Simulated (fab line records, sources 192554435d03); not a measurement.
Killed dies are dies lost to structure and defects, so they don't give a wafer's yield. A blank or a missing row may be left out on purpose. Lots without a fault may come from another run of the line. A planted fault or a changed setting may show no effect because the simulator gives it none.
fab line records | flow n5_finfet
record lots=7 wafers=39
route steps=1938 shown MOL_CONTACT_COAG@624
start_h: hours from the record's first day to the start of the lot's first wafer shown | wait_h: hours since the lot's step before | " the same as in the row above | L1.1+2: a row that stands for several wafers | - no value, or no start given | * or withheld: withheld | < > ~ a bound
route shown NAME@n: a module of which the file shows steps, and the number in the route of the first | usual: mean/standard deviation of fault-free wafers | same: alike in all rows | chamber/n: place in a boat | sites: the reading at each site | _std_site: their standard deviation | _edge_site: outer sites' mean less inner sites' | radius_mm: how far each site lies from the wafer's centre | mask NAME#n: copy n | behind: the tool/chamber that last shaped the wafer | hold: why the lot was held/for how many hours/how that ended | device: the transistor (n, p or np) that didn't switch | end of line: the same wafers' tests at the end of the route | a step without rows: its recipe alone | killed: dies lost to structure and defects at the first sort, not the wafer's yield | map: a wafer's dies, x killed, . not, _ none there
set.NAME: the setting as run; set.NAME@STEP: as run at that earlier step | model.NAME: the simulator's own value behind a step, which no gauge read
lots whose settings were changed on purpose; a table a step, a row a wafer
## steps
# step N5_MOL_CONTACT_COAG_CVD_140
# recipe material=W target_thk_a=665 mode=selective_fill temp_c=300 time_s=215
# columns lot.wafer tool chamber start_h wait_h set.target_thk_a model.W_of_MOL_CONTACT_COAG_CVD_140.thk_nm
L074.1+5 cvd_w-02 0,1 106.73 0.1 634.7 63.6
L074.2 " 1 " " 665 67
L074.3 " 1 " " 634.7 63.4
L074.4+6 " 0 " " 665 67.2
L075.1 cvd_w-01 1 108.06 0.1 665 67.4
L075.2 " 0 " " 665 65.6
L075.3+5 " 0 " " 665 66.4
L075.4 " 1 " " 665 65.8
L075.6 " 1 " " 665 67.2
L078.1 cvd_w-01 0 126.30 0.1 665 65.8
L078.2 " 1 " " 609 60.8
L078.3 " 0 " " 609 59.2
L078.4 " 1 " " 665 66.6
L078.5 " 0 " " 665 65
L078.6 " 1 " " 609 59.8
L081.1 cvd_w-01 0 145.73 0.1 612.9 61.2
L081.2 " 1 " " 665 66.8
L081.3 " 0 " " 665 65.6
L081.4 " 1 " " 612.9 61.6
L081.5 " 1 " " 612.9 61
L081.6 " 0 " " 665 66.4
L086.1+3 cvd_w-01 1 179.68 0.1 665 66.2
L086.2 " 0 " " 665 65.8
L086.4 " 0 " " 665 66.8
L086.5 " 0 " " 665 65.4
L086.6 " 1 " " 665 66.4
L095.2 cvd_w-01 0 231.31 0.1 665 66.4
L095.3 " 0 " " 665 66
L095.6 " 0 " " 665 66.2
L096.1 cvd_w-02 0 234.31 0.1 665 65.6
L096.2 " 1 " " 665 68.2
L096.3 " 1 " " 665 67.8
L096.4+5 " 0 " " 665 66.2
L096.6 " 1 " " 665 67.4
## key
split step=N5_MOL_CONTACT_COAG_CVD_140 setting=target_thk_a stated=665 by=wafer
response step=N5_MOL_CONTACT_COAG_CVD_140 reading=model.W_of_MOL_CONTACT_COAG_CVD_140.thk_nm change=+0.686 per=1% r=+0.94
